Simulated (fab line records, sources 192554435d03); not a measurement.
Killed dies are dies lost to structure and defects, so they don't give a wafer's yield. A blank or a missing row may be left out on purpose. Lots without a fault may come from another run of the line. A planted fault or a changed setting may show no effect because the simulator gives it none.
One fault seen from 2 desks | flow n5_finfet | each desk has only its own numbers; what lay behind them comes last

THE TOOL OWNER'S DESK: rie_diel-03
The tool's own readings at N5_BEOL_M4_ETCH_70 (etches SOC in N2/H2, target depth 80 nm, overetch 24 nm, time 130 s): means of the sampled wafers that have a number, for each lot that ran on this tool. A lot is out of limits, marked OUT, if its mean lies more than 4 standard deviations from the usual mean; the brackets give that distance.
Columns: A = drypump_motor_current_A at N5_BEOL_M4_ETCH_70, usual 5.8 A; B = h2_flow_sccm at N5_BEOL_M4_ETCH_70, usual 200.0 sccm; C = oes_product_au at N5_BEOL_M4_ETCH_70, usual 0.58 a.u.; D = rf_vpp_V at N5_BEOL_M4_ETCH_70, usual 524.5 V; E = showerhead_plenum_p_Torr at N5_BEOL_M4_ETCH_70, usual 2.57 Torr; F = temp_c at N5_BEOL_M4_ETCH_70, usual 40.00 C; G = throttle_valve_pct at N5_BEOL_M4_ETCH_70, usual 17.69 %
lot  | first seen here | A   | B     | C    | D     | E    | F               | G
L321 | day 8 18:31     | 6.1 | 199.7 | 0.61 | 524.2 | 2.53 | 40.01           | 17.50
L325 | day 10 11:26    | 6.2 | 199.7 | 0.55 | 525.4 | 2.57 | 39.94           | 17.74
L330 | day 11 06:34    | 6.2 | 200.0 | 0.57 | 525.7 | 2.58 | 38.72 (-13) OUT | 17.74
L328 | day 11 11:37    | 6.4 | 200.3 | 0.57 | 522.9 | 2.50 | 38.67 (-14) OUT | 17.83
This desk's finding: out of limits on L328, L330; first on L330, day 11 06:34 (temp_c at N5_BEOL_M4_ETCH_70). In limits: L321, L325.

THE METROLOGY DESK
What the gauges read, lot by lot, whatever tool the lot ran on: means of the sampled wafers that have a number. A lot is out of limits, marked OUT, if its mean lies more than 4 standard deviations from the usual mean; the brackets give that distance. Of its 10 readings 7 are shown: those that lie furthest out on some lot.
Columns: A = DIBL_N at N5_BEOL_M4_RC_MEAS_101, usual 36.3 mV/V; B = DIBL_P at N5_BEOL_M4_RC_MEAS_101, usual 35.7 mV/V; C = IOFF_N at N5_BEOL_M4_RC_MEAS_101, usual 0.155 nA/um; D = IOFF_P at N5_BEOL_M4_RC_MEAS_101, usual 0.204 nA/um; E = ION_N at N5_BEOL_M4_RC_MEAS_101, usual 671 uA/um; F = VT_N at N5_BEOL_M4_RC_MEAS_101, usual 250.2 mV; G = VT_P at N5_BEOL_M4_RC_MEAS_101, usual -251 mV
lot  | first seen here | A    | B    | C     | D     | E   | F     | G
L320 | day 8 23:38     | 35.7 | 34.5 | 0.147 | 0.226 | 668 | 251.0 | -248
L321 | day 9 00:10     | 36.8 | 36.6 | 0.175 | 0.231 | 678 | 248.1 | -247
L325 | day 10 16:14    | 35.7 | 34.6 | 0.144 | 0.211 | 670 | 250.3 | -247
L329 | day 11 07:46    | 36.0 | 34.0 | 0.156 | 0.177 | 674 | 251.1 | -257
L330 | day 11 13:34    | 36.1 | 33.8 | 0.142 | 0.165 | 668 | 251.6 | -256
L328 | day 11 16:56    | 35.3 | 36.7 | 0.151 | 0.188 | 672 | 250.0 | -252
L338 | day 13 14:47    | 34.5 | 34.6 | 0.117 | 0.176 | 653 | 253.8 | -252
L339 | day 13 19:38    | 35.9 | 35.0 | 0.146 | 0.183 | 669 | 251.2 | -253
This desk's finding: nothing out of limits on any of the 8 lots.

PUT TOGETHER
The tool owner's desk could have raised an alarm at day 11 06:34, on L328, L330.
The metrology desk saw nothing out of limits.
The metrology desk has L328, L330 on record, within its limits.
Of the lots named, all ran N5_BEOL_M4_ETCH_70 on rie_diel-03.

WHAT THE SIMULATOR HAD PUT IN
Process parameter drift: rie_diel-03, from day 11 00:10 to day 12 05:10, at N5_BEOL_M4_ETCH_70. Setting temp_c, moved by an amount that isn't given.
Lots struck among those shown: L328, L330.
Hours from the fault's start to each desk's first reading out of limits: the tool owner's desk, 6.
